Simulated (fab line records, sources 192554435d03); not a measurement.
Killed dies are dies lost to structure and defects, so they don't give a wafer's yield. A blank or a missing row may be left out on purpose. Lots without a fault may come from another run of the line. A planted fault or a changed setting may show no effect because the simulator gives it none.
Split-lot experiment | flow n5_finfet | 7 lots, 39 wafers read, on a route of 1938 steps

THE SPLIT
At N5_DUMMY_GATE_ETCH_32 (etches SiO2 in CF4, target depth 3.5 nm, time 3.9 s), the setting time_s was moved away from the recipe's 3.9 s on 12 of the 39 wafers read, by -14.6% to +23.8%. The other wafers ran this setting at the recipe's value.

The reading is taken at the split's own step.

THE READING
etch.depth_nm (the simulator's own value, which no gauge read), in nm, at N5_DUMMY_GATE_ETCH_32 (etches SiO2 in CF4, target depth 3.5 nm, time 3.9 s). The file gives no usual value for it. The 27 wafers here that ran the recipe average 3.532 nm, standard deviation 0.12 nm.

wafer  | tool, chamber at the split | time_s as run, s | against the recipe | etch.depth_nm, nm | against lot-mates on the recipe
L076.1 | rie_si-03, 2               | 3.9              | recipe             | 3.625             | -
L076.2 | rie_si-03, 0               | 4.801            | +23.1%             | 4.434             | +1.019
L076.3 | rie_si-03, 1               | 3.9              | recipe             | 3.245             | -
L076.4 | rie_si-03, 3               | 4.801            | +23.1%             | 4.154             | +0.739
L076.5 | rie_si-03, 3               | 3.9              | recipe             | 3.375             | -
L076.6 | rie_si-03, 0               | 4.801            | +23.1%             | 4.38              | +0.965
L082.1 | rie_si-03, 3               | 3.9              | recipe             | 3.407             | -
L082.2 | rie_si-03, 2               | 3.9              | recipe             | 3.619             | -
L082.3 | rie_si-03, 0               | 4.23             | +8.5%              | 3.939             | +0.396
L082.4 | rie_si-03, 3               | 4.23             | +8.5%              | 3.698             | +0.155
L082.5 | rie_si-03, 0               | 4.23             | +8.5%              | 3.918             | +0.375
L082.6 | rie_si-03, 2               | 3.9              | recipe             | 3.602             | -
L086.1 | rie_si-04, 2               | 3.9              | recipe             | 3.509             | -
L086.2 | rie_si-04, 1               | 3.9              | recipe             | 3.673             | -
L086.3 | rie_si-04, 0               | 3.9              | recipe             | 3.607             | -
L086.4 | rie_si-04, 3               | 3.9              | recipe             | 3.64              | -
L086.5 | rie_si-04, 0               | 3.9              | recipe             | 3.583             | -
L086.6 | rie_si-04, 1               | 3.9              | recipe             | 3.627             | -
L088.1 | rie_si-06, 2               | 4.829            | +23.8%             | 4.39              | +0.859
L088.2 | rie_si-06, 0               | 4.829            | +23.8%             | 4.085             | +0.554
L088.3 | rie_si-06, 3               | 3.9              | recipe             | 3.587             | -
L088.4 | rie_si-06, 1               | 3.9              | recipe             | 3.412             | -
L088.5 | rie_si-06, 0               | 4.829            | +23.8%             | 4.089             | +0.558
L088.6 | rie_si-06, 3               | 3.9              | recipe             | 3.593             | -
L091.1 | rie_si-03, 3               | 3.33             | -14.6%             | 2.871             | -0.579
L091.2 | rie_si-03, 2               | 3.9              | recipe             | 3.526             | -
L091.3 | rie_si-03, 1               | 3.9              | recipe             | 3.281             | -
L091.4 | rie_si-03, 0               | 3.9              | recipe             | 3.542             | -
L091.5 | rie_si-03, 1               | 3.33             | -14.6%             | 2.796             | -0.654
L091.6 | rie_si-03, 0               | 3.33             | -14.6%             | 2.997             | -0.453
L093.2 | rie_si-04, 3               | 3.9              | recipe             | 3.611             | -
L093.3 | rie_si-04, 2               | 3.9              | recipe             | 3.49              | -
L093.6 | rie_si-04, 1               | 3.9              | recipe             | 3.682             | -
L097.1 | rie_si-06, 0               | 3.9              | recipe             | 3.343             | -
L097.2 | rie_si-06, 1               | 3.9              | recipe             | 3.461             | -
L097.3 | rie_si-06, 3               | 3.9              | recipe             | 3.574             | -
L097.4 | rie_si-06, 2               | 3.9              | recipe             | 3.571             | -
L097.5 | rie_si-06, 2               | 3.9              | recipe             | 3.605             | -
L097.6 | rie_si-06, 3               | 3.9              | recipe             | 3.561             | -

THE FIT
A straight line over all 39 wafers: etch.depth_nm changes by +0.0338 nm for each +1% of time_s; r = +0.93; the points scatter about the line by 0.13 nm.
The same after taking each lot's own level away (the mean of its wafers on the recipe; 39 wafers): +0.0344 nm for each +1%; r = +0.94; scatter 0.12 nm.
On that fit, the largest move of time_s shifts the reading by 0.82 nm.
The lots' own levels span 3.4150 to 3.6065 nm, that is 1.7 times the standard deviation above.
So the lot-to-lot level changes the slope little: the two slopes agree.
Check: with one of the wafers moved furthest among these (+23.8%) left out of the fit, the line predicts +0.806 nm for it against its lot-mates. It came out at +0.859 nm against them.

OTHER SPLITS ON THESE WAFERS
These wafers also went through other splits before the reading. Each is held against what the fit with the lots' levels taken away leaves over:
other split on the same wafers       | wafers away from the commonest value | r with etch.depth_nm (lot level and that fit taken away)
N5_DUMMY_GATE_ETCH_37 source_w       | 15                                   | -0.01
N5_DUMMY_GATE_ETCH_31 target_depth_a | 18                                   | -0.03

THE FILE'S OWN FIT
etch.depth_nm changes by +0.0342 nm for each +1% of time_s, r = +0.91.
